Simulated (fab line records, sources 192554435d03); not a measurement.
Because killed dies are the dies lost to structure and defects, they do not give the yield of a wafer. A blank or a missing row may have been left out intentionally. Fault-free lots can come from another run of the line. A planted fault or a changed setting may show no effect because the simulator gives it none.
fab line records -- flow n5-finfet
record lots=4, wafers=12, last-day=17
route steps=1938 shown BEOL_M1@829 BEOL_M2@841 BEOL_M4@1111
lots with no fault: from the same line, run without faults
start-h: start of the lot's first displayed wafer, in hours after the record's first day -- wait-h: time in hours since the lot's previous step -- " as in the row above -- L1.1+2: one row covering several wafers at once -- - no value present, or no start provided -- * or withheld: withheld -- < > ~ a bound
route shown NAME@n: NAME is a module with steps in the file, n the number in the route of the first one -- usual: average and standard deviation across the fault-free wafers -- same: alike in all rows -- chamber/n: place in a boat -- sites: per-site readings -- _std_site: how widely they spread, as a standard deviation -- _edge_site: the outer-site mean with the inner-site mean subtracted -- radius-mm: for every site, how far away it sits from the centre of the wafer -- mask NAME#n: copy n -- behind: tool/chamber where the wafer was last shaped -- hold: the reason the lot was held/the length of the hold in hours/how it ended -- device: the transistor (n, p or np) that didn't switch -- end of line: tests run on the same wafers once the route is complete -- a step without rows: its recipe alone -- killed: not the wafer's yield, but the dies lost to structure and defects at the first sort -- map: a wafer's dies, marking killed ones x, the rest . and places with no die _
set.NAME: setting as actually run; set.NAME@STEP: the setting as run at that earlier step -- model.NAME: the simulator's own value behind a step, which no gauge read
lots at some steps of the route; a table a step, a row a wafer
services: a tool's chamber out of use, with start hour (start-h, from the record's first day; less than 0 if before it), hours out, and reason
## steps
# step N5_BEOL_M1_ANNEAL_95
# recipe temp-c=400, time-s=240, ambient=vacuum
# step N5_BEOL_M1_SPUTTER_96
# recipe material=Cu, target-thk-a=45, temp-c=-20, chamber-pressure-pa=0.07, power-w=withheld, time-s=8.29
# step N5_BEOL_M1_ECD_50
# recipe material=Cu, target-thk-a=3000
# step N5_BEOL_M1_ANNEAL_51
# recipe temp-c=225, time-s=90, ambient=N2
# step N5_BEOL_M1_CMP_52
# recipe stop-on=SiOC, t-overpolish-s=6.8, down-force-psi=1, platen-rpm=50, clearing-platen-down-force-psi=1.5, clearing-platen-rpm=50, post-cmp-clean=cu-alkaline, target-thk-nm=40, clearing-platen-pad-velocity-m-s=0.99484, pad-velocity-m-s=0.99484
# step N5_BEOL_M1_PRE_CLEAN_60
# recipe gas=NH3/H2, time-s=15, temp-c=*, rf-power-w=300
# step N5_BEOL_M1_CO_CAP_55
# recipe material=Co, target-thk-a=20, temp-c=200, precursor=CCTBA/H2, pressure-torr=30, time-s=102.1
# step N5_BEOL_M1_PRE_CLEAN_56
# recipe gas=NH3, time-s=15, temp-c=withheld, rf-power-w=300
# step N5_BEOL_M1_DEP_57
# recipe material=SiCN, target-thk-a=80, temp-c=withheld, precursor=3MS/NH3, pressure-torr=3, rf-w=202, time-s=14
# step N5_BEOL_M2_ILD_DEP_00
# recipe material=SiOC, target-thk-a=790, temp-c=350, precursor=DEMS/O2, pressure-torr=5, rf-w=500, time-s=15.3
# usual heater-power-w=494/95, rf-fwd-power-W=493.8/2.9, showerhead-plenum-p-Torr=5.694/0.02, throttle-valve-pct=11.9/0.94
lot.wafer,tool,chamber,start-h,wait-h,heater-power-w,rf-fwd-power-W,showerhead-plenum-p-Torr,since-wet-clean-h,throttle-valve-pct,model.SiOC_of_BEOL_M2_ILD_DEP_00.thk-nm
L846.1,pecvd-03,0,164.60,0.0,481,495.9,5.712,687,12.8,78
L846.5,pecvd-03,0,164.60,0.0,485,495.3,5.725,-,12.9,79
L846.6,pecvd-03,2,164.60,0.0,522,490.0,5.692,-,12.2,79.2
L855.4,pecvd-03,0,217.41,0.1,431,496.0,5.724,-,12.9,79.6
L855.5,pecvd-03,1,217.41,0.1,600,489.2,5.698,-,10.4,79
L855.6,pecvd-03,0,217.41,0.1,429,-,5.722,-,13.1,74.2
L857.1,pecvd-03,2,235.94,0.0,524,490.3,5.684,5,10.5,78.8
L857.4,pecvd-03,2,235.94,0.0,524,488.5,5.690,-,10.7,79.2
L857.6,pecvd-03,1,235.94,0.0,647,-,5.701,-,10.4,73.4
L861.2,pecvd-01,0,252.57,0.0,463,492.8,5.698,1319,12.4,77.6
L861.4,pecvd-01,2,252.57,0.0,537,491.8,5.671,-,12.1,79.4
L861.6,pecvd-01,0,252.57,0.0,470,492.6,5.681,-,12.3,78.2
# step N5_BEOL_M2_THK_MEAS_01
# recipe reads=SiOC_of_BEOL_M2_ILD_DEP_00
# usual M2_ILD_THK=78.9/0.85
lot.wafer,tool,chamber,start-h,wait-h,M2_ILD_THK[nm]
L846.1,film-metro-01,-,164.67,0.0,78.0
L846.5,film-metro-01,-,164.67,0.0,79.0
L846.6,film-metro-01,-,164.67,0.0,79.2
L855.4,film-metro-02,-,217.48,0.1,79.5
L855.5,film-metro-02,-,217.48,0.1,79.0
L855.6,film-metro-02,-,217.48,0.1,74.2
L857.1,film-metro-02,-,236.01,0.0,78.9
L857.4,film-metro-02,-,236.01,0.0,79.1
L857.6,film-metro-02,-,236.01,0.0,73.4
L861.2,film-metro-02,-,252.64,0.1,77.6
L861.4,film-metro-02,-,252.64,0.1,79.3
L861.6,film-metro-02,-,252.64,0.1,78.2
# step N5_BEOL_M2_PECVD_72
# recipe material=SiO2, target-thk-a=160, temp-c=400, precursor=TEOS/O2, pressure-torr=5.5, rf-w=450, teos-flow-sccm=53.8, gas=O2, flow-sccm=3000, time-s=18
# step N5_BEOL_M2_HM_DEP_02
# recipe material=TiN, target-thk-a=200, temp-c=25, chamber-pressure-pa=0.49996
# step N5_BEOL_M2_COAT_61
# recipe resist=SOC, temp-c=250, time-s=60, spin-rpm=1500, resist-thk-nm=60
# step N5_BEOL_M2_COAT_62
# recipe resist=SiARC, temp-c=220, time-s=60, spin-rpm=1500, resist-thk-nm=12
# step N5_BEOL_M2_COAT_73
# recipe resist=underlayer, temp-c=205, time-s=60, spin-rpm=1500, resist-thk-nm=5
# step N5_BEOL_M2_COAT_05
# recipe resist=CAR-EUV, spin-rpm=1500, resist-thk-nm=30
# step N5_BEOL_M2_EBR_07
# recipe solvent=PGMEA, ebr-width-mm=1.5
# step N5_BEOL_M2_SOFTBAKE_06
# recipe temp-c=110, time-s=60, resist=CAR-EUV
# step N5_BEOL_M2_EXPOSE_08
# recipe mask-id=M2, na=0.33, source-shape=dipole, sigma-inner=0.369, sigma-outer=0.767, polarization=unpolarized, dose-mj=41.25
# step N5_BEOL_M2_PEB_09
# recipe peb-temp-c=100, peb-time-s=60, resist=CAR-EUV
# step N5_BEOL_M2_DEVELOP_10
# recipe develop-time-s=30, developer=TMAH, resist=CAR-EUV, rinse-liquid=surfactant-rinse, dry=air-spin, dev-temp-c=23
# step N5_BEOL_M2_DESCUM_16
# recipe chemistry=O2, time-s=7, source-power-w=50, bias-power-w=20, pressure-mtorr=20, rf-frequency-hz=2.712e+07, temp-c=40, resist=CAR-EUV, o2-flow-sccm=225
# step N5_BEOL_M2_ETCH_74
# recipe chemistry=N2/H2, target=underlayer, target-depth-a=65, mask-material=CAR-EUV, time-s=5.2, ion-energy-ev=200, pressure-mtorr=30, source-w=840, bias-w=150, n2-flow-sccm=200, h2-flow-sccm=200, ends=cleared
# step N5_BEOL_M2_ETCH_63
# recipe chemistry=CF4, target=SiARC, target-depth-a=156, mask-material=CAR-EUV, time-s=26, ion-energy-ev=80, pressure-mtorr=40, source-w=545, bias-w=36, Ar_flow_sccm=100, cf4-flow-sccm=100, ends=cleared
# step N5_BEOL_M2_ETCH_64
# recipe chemistry=N2/H2, target=SOC, target-depth-a=750, overetch-a=225, mask-material=SiARC, temp-c=40, time-s=121.9, ion-energy-ev=200, pressure-mtorr=30, source-w=840, bias-w=150, n2-flow-sccm=200, h2-flow-sccm=200
# step N5_BEOL_M2_STRIP_65
# recipe chemistry=N2/H2, temp-c=40, n2-flow-sccm=200, h2-flow-sccm=200, rf-frequency-hz=6e+07
# step N5_BEOL_M2_STRIP_75
# recipe chemistry=N2/H2, temp-c=40, n2-flow-sccm=200, h2-flow-sccm=200, rf-frequency-hz=6e+07
# step N5_BEOL_M2_STRIP_66
# recipe chemistry=CF4, resist=SiARC, power-w=300, bias-power-w=75, pressure-mtorr=50, cf4-flow-sccm=150, rf-frequency-hz=6e+07
# step N5_BEOL_M2_HM_OPEN_17
# recipe chemistry=Cl2/BCl3, target-depth-a=200, overetch-a=60, target=TiN, mask-material=SOC, ion-energy-ev=150, pressure-mtorr=10, icp-w=1000, bias-w=126, Cl2_flow_sccm=53.25, bcl3-flow-sccm=21.75, Ar_flow_sccm=25
# step N5_BEOL_M2_STRIP_19
# recipe chemistry=O2, power-w=400, temp-c=40, pressure-mtorr=30, rf-frequency-hz=6e+07, bias-power-w=0, overash-fraction=0.2, o2-flow-sccm=225
# step N5_BEOL_M2_COAT_67
# recipe resist=SOC, temp-c=250, time-s=60, spin-rpm=1500, resist-thk-nm=60
# step N5_BEOL_M2_COAT_68
# recipe resist=SiARC, temp-c=220, time-s=60, spin-rpm=1500, resist-thk-nm=12
# step N5_BEOL_M2_COAT_76
# recipe resist=underlayer, temp-c=205, time-s=60, spin-rpm=1500, resist-thk-nm=5
# step N5_BEOL_M2_COAT_22
# recipe resist=CAR-EUV, spin-rpm=1500, resist-thk-nm=30
# step N5_BEOL_M2_CMP_52
# recipe stop-on=SiOC, t-overpolish-s=6.8, down-force-psi=1, platen-rpm=50, clearing-platen-down-force-psi=1.5, clearing-platen-rpm=50, post-cmp-clean=cu-alkaline, target-thk-nm=40, clearing-platen-pad-velocity-m-s=0.99484, pad-velocity-m-s=0.99484
# usual motor-current-A=6.0/0.82
lot.wafer,tool,chamber,start-h,wait-h,motor-current-A,model.SiOC_of_BEOL_M2_ILD_DEP_00.thk-nm
L846.1,cmp-04,0,174.64,0.3,5.6,75
L846.6,cmp-04,0,174.64,0.3,5.7,76.2
L846.5,cmp-04,1,174.64,0.3,5.3,76
L855.4,cmp-01,1,232.05,0.2,4.7,76.6
L855.6,cmp-01,1,232.05,0.2,4.8,71.2
L855.5,cmp-01,2,232.05,0.2,5.8,76
L857.1,cmp-01,0,249.31,0.3,5.0,75.8
L857.4,cmp-01,1,249.31,0.3,4.8,76.2
L857.6,cmp-01,3,249.31,0.3,6.6,70.4
L861.4,cmp-02,3,277.08,0.2,6.1,76.4
L861.2,cmp-02,1,277.08,0.2,6.4,74.6
L861.6,cmp-02,3,277.08,0.2,6.1,75.2
# step N5_BEOL_M4_RC_MEAS_101
# usual DIBL_N=36.5/1.4, DIBL_P=36.9/1.7, IOFF_N=0.163/0.023, IOFF_P=0.22/0.032, ION_N=673/9, ION_P=462/7.5, SS_N=71.6/0.54, SS_P=73.4/0.62, VT_N=249.8/2.8, VT_P=-250/3.5
lot.wafer,tool,chamber,start-h,wait-h,DIBL_N[mV/V],DIBL_P[mV/V],IOFF_N[nA/um],IOFF_P[nA/um],ION_N[uA/um],ION_P[uA/um],SS_N[mV/dec],SS_P[mV/dec],VT_N[mV],VT_P[mV]
L846.1,prober-01,0,197.49,0.0,37.2,37.0,0.167,0.21,689,465,71.7,74.4,249.0,-250
L846.5,prober-01,0,197.49,0.0,35.1,34.9,0.136,0.18,679,462,71.6,73.6,250.5,-253
L846.6,prober-01,0,197.49,0.0,35.8,36.0,0.140,0.20,661,461,71.8,74.8,252.7,-251
L855.4,prober-01,0,251.01,0.5,36.0,36.3,0.151,0.20,684,466,71.3,73.4,250.4,-251
L855.5,prober-01,0,251.01,0.5,37.1,37.4,0.179,0.22,689,470,71.8,73.4,247.2,-250
L855.6,prober-01,0,251.01,0.5,37.4,38.5,0.187,0.25,678,468,71.8,74.0,247.0,-248
L857.1,prober-02,0,276.53,0.0,36.5,38.4,0.171,0.22,669,457,71.6,73.4,248.7,-248
L857.4,prober-02,0,276.53,0.0,36.6,38.5,0.178,0.23,683,469,72.6,72.7,249.9,-249
L857.6,prober-02,0,276.53,0.0,36.5,38.4,0.169,0.22,681,467,71.5,73.4,249.4,-252
L861.2,prober-01,0,307.80,0.2,33.6,33.8,0.129,0.17,665,462,70.9,72.0,249.9,-254
L861.4,prober-01,0,307.80,0.2,34.3,35.2,0.147,0.19,677,464,70.7,73.3,246.3,-250
L861.6,prober-01,0,307.80,0.2,32.6,33.7,0.118,0.17,672,468,70.5,72.9,253.8,-254
## services
tool,chamber,start-h,hours,kind
pecvd-01,0,142.94,2.1,scheduled-down
cmp-02,-,147.75,2.2,repair
pecvd-01,-,160.29,28.1,pm
cmp-04,-,164.33,7.0,pm
cmp-01,-,199.18,4.0,pm
pecvd-03,2,202.38,-,clean
pecvd-03,2,202.38,-,consumable-replace:showerhead
pecvd-03,2,202.38,29.0,scheduled-down
pecvd-03,2,202.38,29.0,vent-cycle
cmp-01,-,203.18,-,consumable-replace:conditioner
cmp-01,-,203.18,-,consumable-replace:pad
cmp-04,-,213.35,0.6,repair
cmp-02,-,238.10,4.6,pm
cmp-02,-,252.18,7.7,pm
## key
first-sign step=N5_BEOL_M2_THK_MEAS_01, reading=M2_ILD_THK, direction=down, sigmas=6, usual=78.9, struck=73.8
effect none on later readings
model-effect step=N5_BEOL_M2_ILD_DEP_00, value=SiOC_of_BEOL_M2_ILD_DEP_00.thk-nm, without=79.4, struck=73.8
model-effect step=N5_BEOL_M2_CMP_52, value=SiOC_of_BEOL_M2_ILD_DEP_00.thk-nm, without=76.4, struck=70.8
met-at N5_BEOL_M2_ILD_DEP_00
struck-wafers L855.6,L857.6
onset-between 164.60 217.41
fault kind=process-parameter-drift, tool=pecvd-03, chamber=-, onset-h=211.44, steps=N5_BEOL_M2_ILD_DEP_00, channel=time-s, offset=*, shape=step, end-h=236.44, scope=struck-wafers-only, acts-in=*, stated=*
